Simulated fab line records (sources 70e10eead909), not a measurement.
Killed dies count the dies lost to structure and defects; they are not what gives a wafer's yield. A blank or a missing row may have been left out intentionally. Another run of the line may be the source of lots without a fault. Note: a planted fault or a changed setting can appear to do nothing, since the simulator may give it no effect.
8D (eight disciplines) problem report, filled in by code | flow nandHarc | the parts of the form that need people (team, actions taken, sign-off) are left out

## 1. THE ISSUE
Mean of killedAtArray at NHARC_END_SORT_01: 674 across 3 wafers in 2 lots; on wafers with no fault it is 56 (standard deviation 19). That is +33 standard deviations from the usual mean.
Seen first at day 26 17:03 on prober-02, wafer L759.4. The record has a number at this step for 6 wafers belonging to 2 lots. The rule behind "out" and "out of limits": a value lying over 4 standard deviations away from the usual mean. The other wafers with a number count as sound.

## 2. WHAT IT IS, WHAT IT ISN'T
question                    | is                                            | is not
which readings at this step | killedAtArray, defectLimitedYield, killedDies | killedAtOther, killedAtPeriphery, killedShort
which lots                  | L759, L760                                    | -
which wafers of those lots  | L759.4, L760.1, L760.6                        | L759.2, L759.5, L760.2
read on which gauges        | prober-02                                     | -
when                        | from day 26 17:03                             | up to then (1 sound wafer); but 2 sound wafers of L759, L760 came after

## 3. SUSPECTS, AND WHAT RULES EACH OUT
Counting: if a tool at a process step up to the reading ran every lot that is out, it stays a suspect. Sound lots after the first of them don't rule it out here, since some wafers of a struck lot are sound.
- the gauge at NHARC_END_SORT_01: kept. All the wafers that are out were read on prober-02, and no step on other tools shows them out.
- ecdCu-01 at NHARC_A_BONDPAD_ECD_18 (material Cu, target thk 400 nm): kept. It ran every lot that is out, first L759 (day 25 10:02).
- rtpAnneal-01 at NHARC_A_BONDPAD_ANNEAL_28 (time 90 s): kept. It ran every lot that is out, first L759 (day 25 10:28).
After the count, these remain: ecdCu-01 at NHARC_A_BONDPAD_ECD_18, rtpAnneal-01 at NHARC_A_BONDPAD_ANNEAL_28 and prober-02 at NHARC_END_SORT_01.

## 4. THE CAUSE (what the simulator had put in)
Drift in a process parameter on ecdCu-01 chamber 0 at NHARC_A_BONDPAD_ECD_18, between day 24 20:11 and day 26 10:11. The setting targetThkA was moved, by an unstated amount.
Counting left 3 suspects, and this tool is among them.

## 5. THE EFFECT CHAIN, in route order
Rows list readings where the struck wafers' mean (over those with a number) sits beyond 3 standard deviations from the usual. Readings are gone through only where the record gives a usual standard deviation; hours: the median, over the lots, of the time from a lot's start at the first step in this table giving one to that lot's start at this step; sigmas: the change measured in usual standard deviations.
hours | step              | reading            | usual  | on struck wafers | change | sigmas
0     | NHARC_END_SORT_01 | defectLimitedYield | 91.0 % | 0.0              | -91.0  | -32
0     | NHARC_END_SORT_01 | killedAtArray      | 56     | 674              | +618   | +33
0     | NHARC_END_SORT_01 | killedDies         | 61     | 677              | +616   | +32

## 6. WHAT WOULD HAVE CAUGHT IT SOONER
The first out-of-limits reading at a measuring or inspecting step in this record came at day 26 17:03, 45 hours after the fault's start at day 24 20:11.
By day 26 17:03, every lot that is out (2) had started NHARC_A_BONDPAD_ECD_18 on ecdCu-01. None of them would have been spared by holding the tool at that moment.
